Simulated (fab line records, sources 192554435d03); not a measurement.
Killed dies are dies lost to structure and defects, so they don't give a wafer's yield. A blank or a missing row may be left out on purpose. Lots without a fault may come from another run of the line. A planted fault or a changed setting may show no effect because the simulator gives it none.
Chamber matching | flow n5_finfet | N5_BEOL_M7_ALD_77 on ald_metal-03: 4 sister chambers
The step deposits TaN, target thk 2 nm, pulse time 2 s, purge time 3 s. 16 wafers are shown with their chamber, then 8 later ones without.

WAFERS WITH THEIR CHAMBER
wafer  | chamber | heater_power_w (W) | precursor_vessel_pressure_torr (Torr) | chamber_pressure_Torr (Torr)
L074.2 | 3       | 451                | 26.31                                 | 3.004
L074.4 | 2       | 364                | 26.13                                 | 2.998
L074.6 | 3       | 444                | 26.29                                 | 3.011
L077.2 | 3       | 459                | 26.33                                 | 2.997
L077.4 | 1       | 460                | 26.23                                 | 2.999
L077.5 | 1       | 476                | 26.26                                 | 2.987
L078.1 | 0       | 428                | 26.23                                 | 3.003
L078.3 | 3       | 453                | 26.26                                 | 3.007
L078.4 | 2       | 360                | 26.23                                 | 2.992
L079.1 | 0       | 430                | 26.25                                 | 2.990
L079.3 | 1       | 470                | 26.25                                 | 3.004
L079.4 | 3       | 449                | 26.15                                 | 2.992
L082.4 | 1       | 460                | 26.19                                 | 2.993
L082.5 | 3       | 455                | 26.23                                 | 2.996
L082.6 | 2       | 360                | 26.16                                 | 2.989
L089.4 | 3       | 465                | 26.26                                 | 2.987

SIGNATURES (means of the wafers above)
reading                        | chamber 0 | chamber 1 | chamber 2 | chamber 3 | scatter within a chamber
heater_power_w                 | 429.00    | 466.50    | 361.33    | 453.71    | 6.33
precursor_vessel_pressure_torr | 26.2400   | 26.2325   | 26.1733   | 26.2614   | 0.0497
chamber_pressure_Torr          | 2.99650   | 2.99575   | 2.99300   | 2.99914   | 0.00779
Rule: a wafer's distance from a chamber is the root of the sum, over the readings, of the square of ((its reading less the chamber's mean) divided by the reading's scatter). The wafer belongs to the nearest chamber; if the next one is less than 2 further off, it can't be placed. The scatter: the root of (the sum of the squares of (reading less its chamber's mean) over the shown wafers, divided by (wafers less chambers)).

WAFERS WITHOUT THEIR CHAMBER
wafer  | heater_power_w (W) | precursor_vessel_pressure_torr (Torr) | chamber_pressure_Torr (Torr)
L089.5 | 473                | 26.28                                 | 2.996
L089.6 | 437                | 26.23                                 | 3.000
L094.1 | 454                | 26.24                                 | 2.998
L094.5 | 368                | 26.22                                 | 3.004
L094.6 | 476                | 26.24                                 | 3.007
L097.2 | 423                | 26.26                                 | 2.996
L097.3 | 453                | 26.30                                 | 3.002
L097.5 | 366                | 26.30                                 | 2.990

WHICH CHAMBER EACH WENT THROUGH
wafer  | from the rows above     | in truth
L089.5 | can't be placed: 1 or 3 | 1
L089.6 | can't be placed: 0 or 3 | 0
L094.1 | can't be placed: 3 or 1 | 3
L094.5 | 2                       | 2
L094.6 | can't be placed: 1 or 3 | 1
L097.2 | 0                       | 0
L097.3 | can't be placed: 3 or 1 | 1
L097.5 | 2                       | 2
Placed correctly: 3 of 8. Can't be placed from these rows: 5 (the true chamber is among the candidates in 5). Placed wrongly: 0.
